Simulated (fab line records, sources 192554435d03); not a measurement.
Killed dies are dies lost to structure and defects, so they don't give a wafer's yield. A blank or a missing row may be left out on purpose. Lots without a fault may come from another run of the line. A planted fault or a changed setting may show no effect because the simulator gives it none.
Which tool did it? | flow n5_finfet | 9 lots, 27 wafers sampled, at 9 steps of a route of 1938

WHAT THE GAUGES READ, wafer by wafer
N5_STI_FIN_REVEAL_CD_MEAS_22: target cd 6.238 nm, pitch 28 nm. Usual: cd_nm 6.26 nm, standard deviation 0.27.
lot  | measured    | on        | cd_nm (nm)     | flag
L734 | day 2 20:16 | cd_sem-02 | 6.36 6.32 6.28 |
L737 | day 3 12:36 | cd_sem-02 | 6.64 6.27 6.53 |
L741 | day 4 14:25 | cd_sem-02 | 6.57 6.18 5.97 |
L744 | day 5 09:06 | cd_sem-03 | 6.21 6.24 6.16 |
L745 | day 5 13:41 | cd_sem-03 | 5.72 5.96 6.26 |
L748 | day 6 07:13 | cd_sem-01 | 5.98 6.16 5.94 |
L749 | day 6 13:09 | cd_sem-01 | 6.24 5.92 6.00 |
L750 | day 6 19:10 | cd_sem-01 | 6.42 6.15 6.08 |
L753 | day 7 12:23 | cd_sem-01 | 5.90 6.66 6.10 |

N5_STI_FIN_REVEAL_FIN_H_MEAS_10. Usual: trench_depth_nm 52.0 nm, standard deviation 0.68.
lot  | measured    | on     | trench_depth_nm (nm) | flag
L734 | day 2 20:18 | ocd-02 | 52.5 52.4 52.9       |
L737 | day 3 12:38 | ocd-02 | 51.9 51.1 52.9       |
L741 | day 4 14:27 | ocd-02 | 52.7 52.4 51.7       |
L744 | day 5 09:08 | ocd-02 | 51.5 51.6 52.4       |
L745 | day 5 13:43 | ocd-01 | 52.3 52.6 51.8       |
L748 | day 6 07:14 | ocd-02 | 52.1 52.1 53.1       |
L749 | day 6 13:11 | ocd-02 | 51.9 51.0 51.5       |
L750 | day 6 19:12 | ocd-01 | 51.7 52.2 52.2       |
L753 | day 7 12:25 | ocd-02 | 51.8 51.8 51.2       |

N5_STI_FIN_REVEAL_INSPECT_13: inspects for defects (darkfield). Usual: raw_defect_count 11, standard deviation 4.4.
lot  | measured    | on                | raw_defect_count | flag
L734 | day 2 20:23 | defect_inspect-02 | 9 6 14           |
L737 | day 3 12:43 | defect_inspect-01 | 7 17 15          |
L741 | day 4 14:32 | defect_inspect-01 | 16 14 13         |
L744 | day 5 09:13 | defect_inspect-01 | 11 21 23         |
L745 | day 5 13:50 | defect_inspect-01 | 8 14 10          |
L748 | day 6 07:20 | defect_inspect-02 | 20 15 7          |
L749 | day 6 13:16 | defect_inspect-01 | 4 10 9           |
L750 | day 6 19:17 | defect_inspect-02 | 17 11 8          |
L753 | day 7 12:30 | defect_inspect-01 | 8 13 6           |

N5_DUMMY_GATE_INSPECT_27: inspects for defects (brightfield). Usual: raw_defect_count 284, standard deviation 70.
lot  | measured    | on                | raw_defect_count | flag
L734 | day 3 06:41 | defect_inspect-01 | 261 216 270      |
L737 | day 3 22:53 | defect_inspect-01 | 324 260 396      |
L741 | day 5 02:08 | defect_inspect-02 | 281 367 210      |
L744 | day 5 21:20 | defect_inspect-01 | 208 258 188      |
L745 | day 6 04:10 | defect_inspect-01 | 334 351 497      |
L748 | day 6 17:27 | defect_inspect-01 | 761 723 750      | OFF
L749 | day 6 23:44 | defect_inspect-02 | 231 349 478      |
L750 | day 7 05:05 | defect_inspect-01 | 324 293 327      |
L753 | day 8 00:35 | defect_inspect-01 | 787 686 686      | OFF

N5_SPACER0_INSPECT_04: inspects for defects (darkfield). Usual: raw_defect_count 128, standard deviation 30.
lot  | measured    | on                | raw_defect_count | flag
L734 | day 3 07:18 | defect_inspect-01 | 114 97 121       |
L737 | day 3 23:29 | defect_inspect-01 | 140 120 171      |
L741 | day 5 05:08 | defect_inspect-01 | 120 129 84       |
L744 | day 5 21:56 | defect_inspect-01 | 127 113 86       |
L745 | day 6 04:47 | defect_inspect-02 | 134 154 194      |
L748 | day 6 19:10 | defect_inspect-01 | 615 633 639      | OFF
L749 | day 7 00:21 | defect_inspect-01 | 103 158 172      |
L750 | day 7 05:41 | defect_inspect-02 | 153 140 170      |
L753 | day 8 01:12 | defect_inspect-01 | 641 606 599      | OFF

N5_SD_EPI_N_INSPECT_11: inspects for defects (macro). Usual: raw_defect_count 2.2, standard deviation 1.5.
lot  | measured    | on                | raw_defect_count | flag
L734 | day 3 07:45 | defect_inspect-01 | 2 0 1            |
L737 | day 3 23:56 | defect_inspect-01 | 3 1 0            |
L741 | day 5 05:36 | defect_inspect-01 | 1 2 3            |
L744 | day 5 22:16 | defect_inspect-02 | 2 1 4            |
L745 | day 6 05:14 | defect_inspect-02 | 2 3 3            |
L748 | day 6 19:29 | defect_inspect-02 | >300 >300 >300   | OFF
L749 | day 7 00:48 | defect_inspect-01 | 4 3 1            |
L750 | day 7 06:01 | defect_inspect-02 | 2 2 0            |
L753 | day 8 01:39 | defect_inspect-01 | >300 >300 >300   | OFF

N5_SD_EPI_N_INSPECT_26: inspects for defects (darkfield). Usual: raw_defect_count 191, standard deviation 39.
lot  | measured    | on                | raw_defect_count | flag
L734 | day 3 11:46 | defect_inspect-01 | 187 215 208      |
L737 | day 4 03:55 | defect_inspect-01 | 207 184 257      |
L741 | day 5 09:44 | defect_inspect-01 | 169 219 152      |
L744 | day 6 02:17 | defect_inspect-01 | 177 156 116      |
L745 | day 6 09:13 | defect_inspect-01 | 203 207 250      |
L748 | day 7 00:13 | defect_inspect-01 | 670 656 643      | OFF
L749 | day 7 05:47 | defect_inspect-01 | 144 203 243      |
L750 | day 7 10:03 | defect_inspect-01 | 224 221 280      |
L753 | day 8 06:16 | defect_inspect-01 | 726 649 656      | OFF

N5_BEOL_M4_RC_MEAS_101. Usual: DIBL_N 35.8 mV/V, standard deviation 1.6; DIBL_P 36.0 mV/V, standard deviation 2.1; IOFF_N 0.153 nA/um, standard deviation 0.026; IOFF_P 0.21 nA/um, standard deviation 0.037; ION_N 673 uA/um, standard deviation 11; ION_P 462 uA/um, standard deviation 7.6; SS_N 71.4 mV/dec, standard deviation 0.53; SS_P 73.2 mV/dec, standard deviation 0.67; VT_N 250 mV, standard deviation 3.2; VT_P -250 mV, standard deviation 3.7.
lot  | measured     | on        | DIBL_N (mV/V)  | DIBL_P (mV/V)  | IOFF_N (nA/um)    | IOFF_P (nA/um) | ION_N (uA/um) | ION_P (uA/um) | SS_N (mV/dec)  | SS_P (mV/dec)  | VT_N (mV)   | VT_P (mV)      | flag
L734 | day 8 09:25  | prober-02 | 35.3 37.4 35.5 | 36.1 37.9 35.7 | 0.139 0.165 0.137 | 0.18 0.20 0.18 | 670 675 673   | 453 460 456   | 71.1 71.7 71.6 | 73.2 73.4 72.4 | 252 250 253 | -255 -250 -252 |
L737 | day 9 06:08  | prober-01 | 37.5 37.4 36.8 | 36.1 36.3 35.5 | 0.193 0.183 0.180 | 0.24 0.25 0.24 | 691 685 697   | 468 471 476   | 71.4 70.9 70.6 | 73.7 73.9 72.9 | 245 246 245 | -246 -243 -243 |
L741 | day 9 19:12  | prober-02 | 33.3 36.3 35.0 | 32.7 35.2 33.4 | 0.107 0.143 0.119 | 0.16 0.18 0.17 | 663 666 652   | 457 453 448   | 71.0 71.6 71.0 | 72.5 73.1 73.6 | 257 254 255 | -256 -251 -253 |
L744 | day 11 05:25 | prober-01 | 35.2 37.1 36.0 | 36.0 39.2 37.5 | 0.160 0.186 0.160 | 0.18 0.24 0.22 | 670 670 675   | 455 452 460   | 71.9 71.4 71.9 | 73.3 74.0 73.7 | 251 246 249 | -252 -250 -251 |
L745 | day 11 00:41 | prober-02 | 33.4 33.7 36.6 | 32.2 32.9 37.2 | 0.113 0.112 0.168 | 0.16 0.17 0.23 | 656 659 684   | 449 457 465   | 71.4 70.6 71.2 | 71.8 72.4 73.2 | 254 255 249 | -252 -251 -248 |
L748 | day 12 04:37 | prober-01 | 35.8 36.1 36.9 | 36.5 37.6 37.6 | 0.149 0.159 0.176 | 0.22 0.25 0.23 | 669 666 691   | 465 470 473   | 71.6 71.6 72.4 | 73.4 73.5 73.8 | 252 251 251 | -251 -246 -249 |
L749 | day 12 05:17 | prober-02 | 35.6 37.7 36.3 | 34.1 36.3 34.5 | 0.139 0.164 0.134 | 0.19 0.22 0.19 | 669 667 669   | 461 461 459   | 71.6 71.1 71.4 | 73.0 73.8 73.2 | 252 252 251 | -252 -251 -249 |
L750 | day 12 11:53 | prober-01 | 35.1 35.1 37.1 | 36.0 35.8 38.2 | 0.145 0.148 0.178 | 0.19 0.19 0.22 | 665 671 678   | 459 458 460   | 70.7 71.4 72.4 | 73.7 72.8 74.1 | 251 249 249 | -252 -250 -252 |
L753 | day 12 21:25 | prober-02 | 33.9 35.2 35.8 | 35.1 36.3 37.1 | 0.134 0.168 0.181 | 0.19 0.23 0.23 | 659 673 680   | 463 466 460   | 70.9 71.8 72.2 | 73.0 73.2 73.5 | 254 248 249 | -250 -246 -246 |

WHICH TOOL RAN EACH LOT (tool, then ch and the chambers of the sampled wafers, then the start)
lot  | N5_DUMMY_GATE_ETCH_44
L734 | rie_si-06 ch 1,2,3, day 3 06:18
L737 | rie_si-06 ch 0,1, day 3 22:15
L741 | rie_si-01 ch 0,3, day 5 01:44
L744 | rie_si-01 ch 0,1,3, day 5 20:56
L745 | rie_si-06 ch 1,2,3, day 6 03:47
L748 | rie_si-06 ch 0,1,3, day 6 17:04
L749 | rie_si-04 ch 0,1,2, day 6 23:21
L750 | rie_si-04 ch 0,2,3, day 7 04:41
L753 | rie_si-06 ch 1,2, day 7 23:56
- N5_DUMMY_GATE_ETCH_44: etches poly-Si in HBr/O2, stops on SiO2, target depth 127.5 nm.

WHAT THE TOOLS THEMSELVES READ (means of the sampled wafers that have a number; where no wafer has one, the mark that the record gives instead)
N5_DUMMY_GATE_ETCH_44. Usual: drypump_motor_current_A 5.8 A, standard deviation 0.55; oes_product_au 0.725 a.u., standard deviation 0.0098; throttle_valve_pct 18.50 %, standard deviation 0.16.
lot  | tool      | drypump_motor_current_A (A) | oes_product_au (a.u.) | throttle_valve_pct (%) | flag
L734 | rie_si-06 | 5.9                         | 0.727                 | 18.62                  |
L737 | rie_si-06 | 6.6                         | 0.732                 | 18.60                  |
L741 | rie_si-01 | 5.7                         | 0.732                 | 18.51                  |
L744 | rie_si-01 | 5.6                         | 0.723                 | 18.35                  |
L745 | rie_si-06 | 5.9                         | 0.725                 | 18.62                  |
L748 | rie_si-06 | 5.9                         | 0.731                 | 18.55                  |
L749 | rie_si-04 | 5.5                         | 0.723                 | 18.45                  |
L750 | rie_si-04 | 5.4                         | 0.723                 | 18.59                  |
L753 | rie_si-06 | 6.4                         | 0.719                 | 18.65                  |

THE ANSWER, worked out from the rows above alone
Rule: a lot is off if the mean of its wafers that have a number lies more than 3 standard deviations from the usual mean. A lot without any number at a reading at which 4 lots or more have one is off too. The other lots that the step has rows for count as sound. The gauges are gone through in route order, then the tools' own readings, and for those a lot's mean is taken as printed above. The first step at which some lot is off is used, and at that step the reading that is off furthest; a lot without a number counts as furthest.
Off: L748, L753, at N5_DUMMY_GATE_INSPECT_27 (raw_defect_count).
A tool fits if, at a process step before that reading, it ran every lot that is off, and no sound lot after the first of them. The gauges at N5_DUMMY_GATE_INSPECT_27 are tried like those tools. One fits: rie_si-06 at N5_DUMMY_GATE_ETCH_44. Its last sound lot is L745 (day 6 03:47), its first lot that is off L748 (day 6 17:04): a fault that began between those two fits.

WHAT THE SIMULATOR HAD PUT IN
Chamber particle source: rie_si-06, from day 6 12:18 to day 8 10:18, at N5_DUMMY_GATE_ETCH_44. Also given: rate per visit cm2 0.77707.
Lots struck among those shown: L748, L753. The rule above found the same.
